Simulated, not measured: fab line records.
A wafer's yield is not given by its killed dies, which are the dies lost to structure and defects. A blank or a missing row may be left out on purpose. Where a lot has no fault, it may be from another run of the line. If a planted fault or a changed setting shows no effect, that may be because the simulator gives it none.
The tool behind it: which one? -- flow nandHarc -- 11 lots, 33 wafers sampled, at 6 steps of a route of 1302

== WHAT THE GAUGES SHOWED, per wafer ==
NHARC_P_GATE_INSPECT_68. Usual: rawDefectCount reads 197 (standard deviation 68).
lot,measured,on,rawDefectCount,flag
L565,day 5 23:50,defectInspect-02,255 258 212,
L568,day 7 08:17,defectInspect-02,204 170 270,
L571,day 8 16:26,defectInspect-02,130 120 189,
L572,day 9 00:28,defectInspect-02,175 209 535,
L573,day 9 07:14,defectInspect-02,270 618 194,
L580,day 12 08:11,defectInspect-02,125 120 157,
L583,day 13 11:22,defectInspect-01,173 183 211,
L584,day 13 12:45,defectInspect-02,192 107 136,
L585,day 14 01:47,defectInspect-02,126 146 150,
L586,day 14 07:40,defectInspect-02,211 195 120,
L588,day 15 08:20,defectInspect-01,155 151 139,

NHARC_END_SORT_01. Usual: killedAtArray 57, standard deviation 24; killedAtOther 0.7, standard deviation 0.94; killedAtPeriphery 3.8, standard deviation 2.5; killedDies 62, standard deviation 23; killedOpen 3.1, standard deviation 1.8; killedShort 2.5, standard deviation 1.6.
lot,measured,on,killedAtArray,killedAtOther,killedAtPeriphery,killedDies,killedOpen,killedShort,flag
L572,day 28 09:32,prober-01,61 60 60,0 1 0,3 0 83,64 61 143,3 0 2,5 3 4,OFF
L573,day 28 09:37,prober-02,30 37 36,1 1 1,6 78 7,37 116 44,3 5 6,3 1 2,OFF
L580,day 30 16:22,prober-02,42 33 32,0 1 1,5 1 14,47 35 47,2 2 1,4 3 3,

== EACH LOT AND THE TOOL THAT RAN IT (in order: tool; ch and the chambers of the sampled wafers; start) ==
lot,NHARC_P_GATE_ETCHBACK_37,NHARC_P_GATE_STRIP_111,NHARC_P_GATE_STRIP_113,NHARC_P_GATE_RTA_64
L565,"rieDiel-10 ch 0,1, day 5 16:22","plasmaAsher-01 ch 0,1, day 5 17:59","plasmaAsher-02 ch 1, day 5 21:25","rtpAnneal-02 ch 0, day 5 22:35"
L568,"rieDiel-06 ch 0,3, day 7 00:36","plasmaAsher-02 ch 0,1, day 7 02:08","plasmaAsher-02 ch 0,1, day 7 05:44","rtpAnneal-02 ch 0, day 7 07:02"
L571,"rieDiel-10 ch 1,2,3, day 8 09:05","plasmaAsher-02 ch 0,1, day 8 10:35","plasmaAsher-01 ch 0,1, day 8 14:08","rtpAnneal-01 ch 0, day 8 15:16"
L572,"rieDiel-07 ch 0,1,3, day 8 16:59","plasmaAsher-02 ch 0,1, day 8 18:24","plasmaAsher-01 ch 0,1, day 8 21:56","rtpAnneal-01 ch 0, day 8 23:13"
L573,"rieDiel-07 ch 0,2,3, day 8 23:47","plasmaAsher-02 ch 0,1, day 9 01:20","plasmaAsher-02 ch 0,1, day 9 04:41","rtpAnneal-01 ch 0, day 9 05:58"
L580,"rieDiel-07 ch 1,2,3, day 12 00:38","plasmaAsher-02 ch 0,1, day 12 02:10","plasmaAsher-01 ch 0,1, day 12 05:38","rtpAnneal-01 ch 0, day 12 06:55"
L583,"rieDiel-07 ch 0,1,2, day 13 03:50","plasmaAsher-01 ch 0, day 13 05:25","plasmaAsher-02 ch 0,1, day 13 08:50","rtpAnneal-02 ch 0, day 13 10:09"
L584,"rieDiel-10 ch 2,3, day 13 05:14","plasmaAsher-01 ch 0,1, day 13 06:46","plasmaAsher-01 ch 0,1, day 13 10:13","rtpAnneal-02 ch 0, day 13 11:31"
L585,"rieDiel-06 ch 0,2, day 13 18:19","plasmaAsher-02 ch 0,1, day 13 19:59","plasmaAsher-01 ch 0,1, day 13 23:29","rtpAnneal-02 ch 0, day 14 00:35"
L586,"rieDiel-07 ch 2,3, day 14 00:10","plasmaAsher-01 ch 0,1, day 14 01:50","plasmaAsher-02 ch 0, day 14 05:14","rtpAnneal-01 ch 0, day 14 06:26"
L588,"rieDiel-07 ch 0,1,2, day 15 00:48","plasmaAsher-01 ch 0, day 15 02:29","plasmaAsher-01 ch 0, day 15 05:48","rtpAnneal-01 ch 0, day 15 07:07"
- NHARC_P_GATE_ETCHBACK_37: etches the open film in CHF3/O2, target depth 34.5 nm, time 17.2 s.
- NHARC_P_GATE_STRIP_111: strips in N2/H2, time 250 s.
- NHARC_P_GATE_STRIP_113: strips in N2/H2, time 740 s.
- NHARC_P_GATE_RTA_64: time 1 s.

== WHAT THE TOOLS THEMSELVES READ (means of the sampled wafers that have a number; where no wafer has one, the mark that the record gives instead) ==
NHARC_P_GATE_ETCHBACK_37. Usual: chf3FlowSccm 50.01 sccm, standard deviation 0.15; drypumpMotorCurrentA 5.7 A, standard deviation 0.41; oesProductAu 0.95 a.u., standard deviation 0.032; rfVppV 371.8 V, standard deviation 2.1; showerheadPlenumPTorr 2.45 Torr, standard deviation 0.094; throttleValvePct 20.572 %, standard deviation 0.0089.
lot,tool,chf3FlowSccm (sccm),drypumpMotorCurrentA (A),oesProductAu (a.u.),rfVppV (V),showerheadPlenumPTorr (Torr),throttleValvePct (%),flag
L565,rieDiel-10,50.07,5.3,0.94,372.1,2.44,20.580,
L568,rieDiel-06,49.86,5.8,1.00,373.8,2.56,20.581,
L571,rieDiel-10,50.18,5.4,0.93,370.1,2.34,20.571,
L572,rieDiel-07,50.09,5.9,0.93,372.9,2.48,20.572,
L573,rieDiel-07,50.14,6.0,0.94,371.8,2.46,20.564,
L580,rieDiel-07,49.99,5.6,0.93,371.2,2.40,20.578,
L583,rieDiel-07,50.00,6.0,0.94,371.6,2.43,20.575,
L584,rieDiel-10,50.02,5.5,0.94,369.1,2.31,20.563,
L585,rieDiel-06,50.04,5.9,0.96,371.4,2.44,20.568,
L586,rieDiel-07,50.10,5.6,1.00,371.2,2.43,20.578,
L588,rieDiel-07,50.03,6.0,0.93,371.1,2.43,20.574,

NHARC_P_GATE_STRIP_111. Usual: drypumpMotorCurrentA 5.78 A, standard deviation 0.16; heaterPowerW 94 W, standard deviation 6.1.
lot,tool,drypumpMotorCurrentA (A),heaterPowerW (W),flag
L565,plasmaAsher-01,5.87,94,
L568,plasmaAsher-02,5.66,94,
L571,plasmaAsher-02,5.69,90,
L572,plasmaAsher-02,5.64,93,
L573,plasmaAsher-02,5.65,95,
L580,plasmaAsher-02,5.64,97,
L583,plasmaAsher-01,5.76,91,
L584,plasmaAsher-01,5.95,96,
L585,plasmaAsher-02,5.65,99,
L586,plasmaAsher-01,5.87,94,
L588,plasmaAsher-01,5.73,91,

NHARC_P_GATE_STRIP_113. Usual: drypumpMotorCurrentA 5.78 A, standard deviation 0.17; heaterPowerW 94 W, standard deviation 5.9.
lot,tool,drypumpMotorCurrentA (A),heaterPowerW (W),flag
L565,plasmaAsher-02,5.58,97,
L568,plasmaAsher-02,5.65,93,
L571,plasmaAsher-01,5.86,94,
L572,plasmaAsher-01,5.98,96,
L573,plasmaAsher-02,5.65,91,
L580,plasmaAsher-01,5.85,95,
L583,plasmaAsher-02,5.67,94,
L584,plasmaAsher-01,5.96,95,
L585,plasmaAsher-01,5.85,95,
L586,plasmaAsher-02,5.74,84,
L588,plasmaAsher-01,5.77,90,

NHARC_P_GATE_RTA_64. Usual: lampPowerPct 32.3 %, standard deviation 0.51; lamp_zone_1_pct 32.3 %, standard deviation 0.51; lamp_zone_3_pct 32.3 %, standard deviation 0.51; wafer_temp_C_max 1056.2, standard deviation 2.
lot,tool,lampPowerPct (%),lamp_zone_1_pct (%),lamp_zone_3_pct (%),wafer_temp_C_max,flag
L565,rtpAnneal-02,32.9,32.9,32.9,1054.3,
L568,rtpAnneal-02,33.0,33.0,33.0,1054.6,
L571,rtpAnneal-01,31.9,31.9,32.0,1059.0,
L572,rtpAnneal-01,31.9,31.9,31.9,1056.5,
L573,rtpAnneal-01,31.9,31.9,31.9,1059.8,
L580,rtpAnneal-01,32.0,31.9,31.9,1057.1,
L583,rtpAnneal-02,33.0,32.9,32.9,1054.3,
L584,rtpAnneal-02,32.9,33.0,33.0,1054.3,
L585,rtpAnneal-02,32.9,32.9,32.9,1054.0,
L586,rtpAnneal-01,31.9,31.9,31.9,1057.3,
L588,rtpAnneal-01,31.9,31.9,31.9,1057.7,

== THE ANSWER, worked out from the rows above alone ==
Rule: a lot is off if the mean of its wafers that have a number lies more than 3 standard deviations from the usual mean. A lot without any number at a reading at which 4 lots or more have one is off too. Any other lot the step has rows for is counted as sound. First the gauges in route order, then the tools' own readings, where a lot's mean is used as printed above. The first step at which some lot is off is used, and at that step the reading that is off furthest; a lot without a number counts as furthest.
Off at NHARC_END_SORT_01 (killedAtPeriphery): L572, L573. Neither off nor sound, because the step has no rows for them: L565, L568, L571, L583, L584, L585, L586, L588.
If a tool, at a process step before that reading, ran all the lots that are off and no sound lot after the first of them, it fits. Gauges at NHARC_END_SORT_01: tried the same way as those tools. Of those tried, none fits.

== WHAT HAD BEEN PUT IN BY THE SIMULATOR ==
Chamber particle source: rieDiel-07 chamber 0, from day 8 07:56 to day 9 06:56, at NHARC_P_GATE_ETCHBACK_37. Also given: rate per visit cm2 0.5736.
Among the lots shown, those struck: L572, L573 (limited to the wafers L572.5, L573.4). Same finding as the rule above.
